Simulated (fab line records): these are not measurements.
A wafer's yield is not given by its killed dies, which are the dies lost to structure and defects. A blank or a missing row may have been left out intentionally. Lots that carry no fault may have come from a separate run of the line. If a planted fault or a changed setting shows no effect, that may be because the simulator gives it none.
A lot that was struck, set against a sound lot    flow n5_finfet    15 out of 1938 route steps
Sound: these wafers, L631.1, L631.3, L631.6. Wafers L644.1, L644.2, L644.3 were the ones struck. Last of all comes the cause.
Each step with rows lists, per side, the tool, then ch with its chambers, then its first start. Under that, the readings that differ: sound wafers    struck wafers    difference of the means    sigmas: that difference in standard deviations of wafers without a fault.
alike: readings with means less than 2 such deviations apart, plus words and numbers identical on both sides. not compared: withheld readings, readings lacking a value on some wafer, bounds such as >300 that could conceal the same value, and numbers that have no deviation in the record and whose values overlap.
The two part at a step that has a row with sigmas, a row that says differs or no value, or rows on one side only. Numbers that have no deviation but don't overlap get no sigmas and don't part them. A reading missing from all wafers of one side parts the sides only when that side holds two or more wafers.

first, 2 steps without rows for these wafers: N5_ILD0_FCVD_FILL_01 (material SiO2 flowable, target thk 200 nm, time 328.3 s); N5_ILD0_CURE_02 (time 1800 s).
N5_ILD0_CMP_03: polishes, stops on SiNx, t overpolish 1.9 s, target thk 197.38 nm.
  sound on cmp-02 ch 1,2,3, day 5 17:26; struck on cmp-04 ch 1,2,3, day 9 00:11
reading                 sound     struck    difference  sigmas
time_to_endpoint_s (s)  75 74 76  65 63 62  -12         -2
  alike: motor_current_A, overpolish_run_s, slurry_flow_ml_min
N5_ILD0_THK_MEAS_04:
  struck on film_metro-01, day 9 00:27; sound on film_metro-01, day 5 17:43
  alike: thk_nm
N5_ILD0_CMP_07: polishes SiO2 flowable, stops on poly-Si, t overpolish 1.18 s, target thk 138.88 nm.
  sound on cmp-02 ch 0,2,3, day 5 17:53; struck on cmp-01 ch 0,1,2, day 9 00:29
  alike: motor_current_A, slurry_flow_ml_min
N5_ILD0_THK_MEAS_08:
  struck on film_metro-02, day 9 00:46; sound on film_metro-01, day 5 18:11
  alike: thk_nm
then, 1 step without rows for these wafers: N5_ILD0_PRECLEAN_10 (cleans in NF3:NH3, afs cycles 5, time 20 s, sublimation time 60 s).
N5_ILD0_ALD_15: deposits SiNx, target thk 24 nm, pulse time 1 s, ald cycles 480.
  sound on ald_sin-04 ch 0,2,3, day 5 18:53; struck on ald_sin-01 ch 0,1,2, day 9 01:29
  alike: heater_power_w, precursor_pulse_height_rel
N5_ILD0_CMP_12: polishes SiNx, stops on poly-Si, t overpolish 6 s, target thk 17.67 nm.
  sound on cmp-01 ch 0,2, day 5 21:16; struck on cmp-01 ch 0,2,3, day 9 03:44
  alike: motor_current_A, overpolish_run_s, slurry_flow_ml_min, time_to_endpoint_s
N5_ILD0_THK_MEAS_13:
  struck on film_metro-01, day 9 03:59; sound on film_metro-01, day 5 21:33
reading      sound           struck          difference  sigmas
thk_nm (nm)  20.2 21.1 20.5  14.5 19.2 19.1  -3.0        -2
N5_ILD0_INSPECT_06: inspects for defects (darkfield).
  struck on defect_inspect-02, day 9 04:01; sound on defect_inspect-02, day 5 21:35
  alike: raw_defect_count
N5_SDB_HM_DEP_00: deposits SiNx from SiH4/NH3/N2, target thk 40 nm, time 35.3 s.
  sound on pecvd-04 ch 0,1,2, day 5 21:37; struck on pecvd-03 ch 0,1,2, day 9 04:03
  alike: heater_power_w, showerhead_plenum_p_Torr, throttle_valve_pct
N5_SDB_COAT_03: time 60 s, resist thk 100 nm.
  sound on litho_track-01 ch 0, day 5 21:42; struck on litho_track-05 ch 0, day 9 04:08
reading                   sound                 struck                difference  sigmas
heater_power_total_W (W)  502.7 501.4 500.8     527.6 526.8 524.3     +24.6       +14
plate_temp_C (C)          249.95 249.90 249.77  260.21 259.95 259.88  +10.14      +60
then, 2 steps without rows for these wafers: N5_SDB_COAT_04 (time 60 s, resist thk 18 nm); N5_PASSIVATION_PROBE_49.

WHERE THEY PART
Earliest at N5_ILD0_CMP_03; latest, in this record, at N5_SDB_COAT_03.

WHY: what the simulator had put in
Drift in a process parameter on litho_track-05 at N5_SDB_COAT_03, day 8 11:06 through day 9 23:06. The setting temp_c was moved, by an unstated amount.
